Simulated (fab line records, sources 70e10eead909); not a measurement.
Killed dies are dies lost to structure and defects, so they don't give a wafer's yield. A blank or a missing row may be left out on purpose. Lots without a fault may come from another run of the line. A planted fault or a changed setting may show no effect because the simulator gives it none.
Chamber matching | flow nand_harc | NHARC_A_BONDPAD_CMP_29 on cmp-03: 4 sister chambers
The step polishes SiCN, target thk 200 nm. 4 wafers are shown with their chamber, then 7 later ones without.

WAFERS WITH THEIR CHAMBER
wafer  | chamber | motor_current_A (A)
L080.5 | 1       | 13.7
L081.5 | 3       | 10.8
L081.6 | 2       | 12.1
L086.5 | 0       | 11.0

WAFERS WITHOUT THEIR CHAMBER
wafer  | motor_current_A (A)
L086.6 | 14.0
L090.1 | 11.5
L090.4 | 14.0
L090.5 | 11.8
L094.1 | 14.7
L094.4 | 10.9
L094.5 | 12.2

WHICH CHAMBER EACH WENT THROUGH
wafer  | from the rows above          | in truth
L086.6 | 1                            | 1
L090.1 | can't be placed: 0 or 2 or 3 | 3
L090.4 | 1                            | 1
L090.5 | can't be placed: 2 or 0 or 3 | 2
L094.1 | 1                            | 1
L094.4 | can't be placed: 0 or 3      | 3
L094.5 | 2                            | 2
Placed correctly: 4 of 7. Can't be placed from these rows: 3 (the true chamber is among the candidates in 3). Placed wrongly: 0.
How it was worked out, from the rows above alone: a wafer's distance from a chamber is the root of the sum, over the readings, of the square of ((its reading less the chamber's mean) divided by the reading's scatter). The wafer belongs to the nearest chamber; if the next one is less than 2 further off, it can't be placed. A chamber's mean is the mean of its shown wafers. The scatter: with one shown wafer a chamber, the root of the mean of the squares of how far each hidden wafer lies from its nearest shown one.
